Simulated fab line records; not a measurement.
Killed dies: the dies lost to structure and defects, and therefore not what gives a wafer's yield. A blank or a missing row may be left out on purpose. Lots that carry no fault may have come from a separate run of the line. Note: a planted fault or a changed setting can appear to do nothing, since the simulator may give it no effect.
Matching of chambers	flow nand-harc	rie-diel-05 running NHARC_A_CONTACT_DESCUM_74: 4 sister chambers
The step chemistry O2, time 3 s. 4 wafers are shown with their chamber, then 8 later ones without.

== WAFERS PAIRED WITH THEIR CHAMBERS ==
wafer	chamber	drypump-motor-current-A (A)
L089.1	3	6.3
L089.4	0	6.3
L089.6	1	5.2
L090.1	2	6.3

== WAFERS WITH NO CHAMBER GIVEN ==
wafer	drypump-motor-current-A (A)
L090.3	6.3
L090.6	6.3
L092.3	6.3
L092.4	6.3
L092.6	5.3
L097.3	6.3
L097.4	6.3
L097.6	5.2

== WHICH CHAMBER EACH ONE RAN IN ==
wafer	from the rows above	in truth
L090.3	can't be placed: 0 or 2 or 3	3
L090.6	can't be placed: 0 or 2 or 3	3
L092.3	can't be placed: 0 or 2 or 3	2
L092.4	can't be placed: 0 or 2 or 3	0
L092.6	1	1
L097.3	can't be placed: 0 or 2 or 3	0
L097.4	can't be placed: 0 or 2 or 3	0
L097.6	1	1
Placed correctly: 2 of 8. Cannot be placed on the basis of these rows: 6; the candidates contain the true chamber in 6. Placed wrongly: 0.
How it was worked out, from the rows above alone: a wafer's distance from a chamber is the root of the sum, over the readings, of the square of ((its reading less the chamber's mean) divided by the reading's scatter). If the next closest chamber is less than 2 further off than the closest, the wafer can't be placed; otherwise it belongs to the closest. The mean given for a chamber averages the wafers shown for that chamber. The scatter: with one shown wafer a chamber, the root of the mean of the squares of how far each hidden wafer lies from its nearest shown one.
